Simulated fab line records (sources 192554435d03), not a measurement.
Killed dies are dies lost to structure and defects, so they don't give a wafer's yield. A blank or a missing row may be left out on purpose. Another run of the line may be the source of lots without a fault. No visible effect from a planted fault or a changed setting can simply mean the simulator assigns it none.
8D (eight disciplines) problem report, filled in by code ; flow n5 finfet ; the parts of the form that need people (team, actions taken, sign-off) are left out

1. WHAT WENT WRONG
Mean of spin speed rpm at N5_BEOL_M3_COAT_76: 1433.0 rpm across 6 wafers in 2 lots; on wafers with no fault it is 1500.1 rpm (standard deviation 0.95). Relative to the usual mean, that is a shift of -71 standard deviations.
The step: time 60 s, resist thk 5 nm.
Earliest sighting: wafer L757.3 on litho track-05 at day 12 20:11. At this step, 27 wafers from 9 lots have a number in the record. By rule, "out" or "out of limits" means more than 4 standard deviations away from the usual mean. The rest of the wafers with a number are treated as sound.

2. WHAT IT IS, AND WHAT IT ISN'T
question;is;is not
which readings at this step;spin speed rpm;-
which lots;L757, L762;L747, L748, L754, L763, L764, L765, L768
which wafers of those lots;all that have a number;-
read on which tools;litho track-05;litho track-01, litho track-02
when;from day 12 20:11;"up to then (9 sound wafers); but 12 sound wafers of L763, L764, L765, L768 came after"

3. WHAT RULES OUT EACH SUSPECT
Counting: any tool at a process step up to the reading is kept as a suspect provided that every lot that is out went through it and no sound lot did after the first of them.
- rie diel-01 at N5_BEOL_M3_DESCUM_16 (chemistry O2, time 7 s): ruled out as a lasting fault. Sound lots L763 ran on it after its first lot that is out, L757 (day 12 19:43).
- litho track-05 at N5_BEOL_M3_COAT_76 (time 60 s, resist thk 5 nm): kept. All lots that are out passed through it, beginning with L757 at day 12 20:11, and no sound lot followed; its final sound lot before that point was L754 at day 10 23:43. Its own spin speed rpm readings are out on those wafers.
Remaining after the count: litho track-05 at N5_BEOL_M3_COAT_76.

4. THE CAUSE (what the simulator had put in)
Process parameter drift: litho track-05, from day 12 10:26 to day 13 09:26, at N5_BEOL_M3_COAT_76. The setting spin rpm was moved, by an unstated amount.
After counting, this tool was the only one left.

5. THE CHAIN OF EFFECTS, in route order
Each row: a reading whose mean over the struck wafers that have a number lies more than 3 standard deviations from the usual. Scope: only readings with a usual standard deviation given in the record; hours: median across lots of the time from each lot's start at the first step in this table that gives one to its start at this step; sigmas: change in usual standard deviations.
hours;step;reading;usual;on struck wafers;change;sigmas
0;N5_BEOL_M3_COAT_76;spin speed rpm;1500.1 rpm;1433.0;-67.1;-71
Its process steps:
- N5_BEOL_M3_COAT_76: time 60 s, resist thk 5 nm.
Later steps that measure or inspect, where all struck wafers having a row at the step show a number for every such reading and not one has moved that far: N5_BEOL_M4_RC_MEAS_101.

6. WHAT WOULD HAVE CAUGHT IT SOONER
The fault began at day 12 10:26; the first out-of-limits reading in this record came at day 12 20:11, 10 hours later.
